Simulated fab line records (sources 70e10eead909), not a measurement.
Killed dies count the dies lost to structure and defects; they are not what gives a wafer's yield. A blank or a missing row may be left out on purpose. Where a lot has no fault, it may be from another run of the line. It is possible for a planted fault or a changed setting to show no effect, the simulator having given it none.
Matching of chambers / flow nand-harc / NHARC_P_M2_CMP_23 on cmp-03: 4 sister chambers
The step polishes, t overpolish 20 s, target thk 144.3 nm. 4 wafers are shown with their chamber, then 8 later ones without.

== EACH WAFER AND ITS CHAMBER ==
wafer=L081.6; chamber=3; motor-current-A (A)=9.9
wafer=L082.2; chamber=1; motor-current-A (A)=11.4
wafer=L082.5; chamber=2; motor-current-A (A)=10.6
wafer=L086.2; chamber=0; motor-current-A (A)=14.7

== WAFERS WITHOUT THEIR CHAMBER ==
wafer=L086.5; motor-current-A (A)=11.4
wafer=L086.6; motor-current-A (A)=13.7
wafer=L092.1; motor-current-A (A)=10.4
wafer=L092.2; motor-current-A (A)=14.3
wafer=L092.5; motor-current-A (A)=13.8
wafer=L096.2; motor-current-A (A)=10.6
wafer=L096.3; motor-current-A (A)=13.4
wafer=L096.4; motor-current-A (A)=10.2

== EACH ONE'S CHAMBER ==
wafer=L086.5; from the rows above=can't be placed: 1 or 2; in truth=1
wafer=L086.6; from the rows above=can't be placed: 0 or 1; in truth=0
wafer=L092.1; from the rows above=can't be placed: 2 or 3 or 1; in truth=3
wafer=L092.2; from the rows above=0; in truth=0
wafer=L092.5; from the rows above=0; in truth=0
wafer=L096.2; from the rows above=can't be placed: 2 or 3 or 1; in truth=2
wafer=L096.3; from the rows above=can't be placed: 0 or 1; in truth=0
wafer=L096.4; from the rows above=can't be placed: 3 or 2 or 1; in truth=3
Correctly placed: 2 of 8. These rows do not allow placing 6 (true chamber among the candidates in 6). Number placed wrongly: 0.
How it was worked out, from the rows above alone: a wafer's distance from a chamber is the root of the sum, over the readings, of the square of ((its reading less the chamber's mean) divided by the reading's scatter). The wafer belongs to the nearest chamber; if the next one is less than 2 further off, it can't be placed. The mean given for a chamber averages the wafers shown for that chamber. The scatter: with one shown wafer a chamber, the root of the mean of the squares of how far each hidden wafer lies from its nearest shown one.
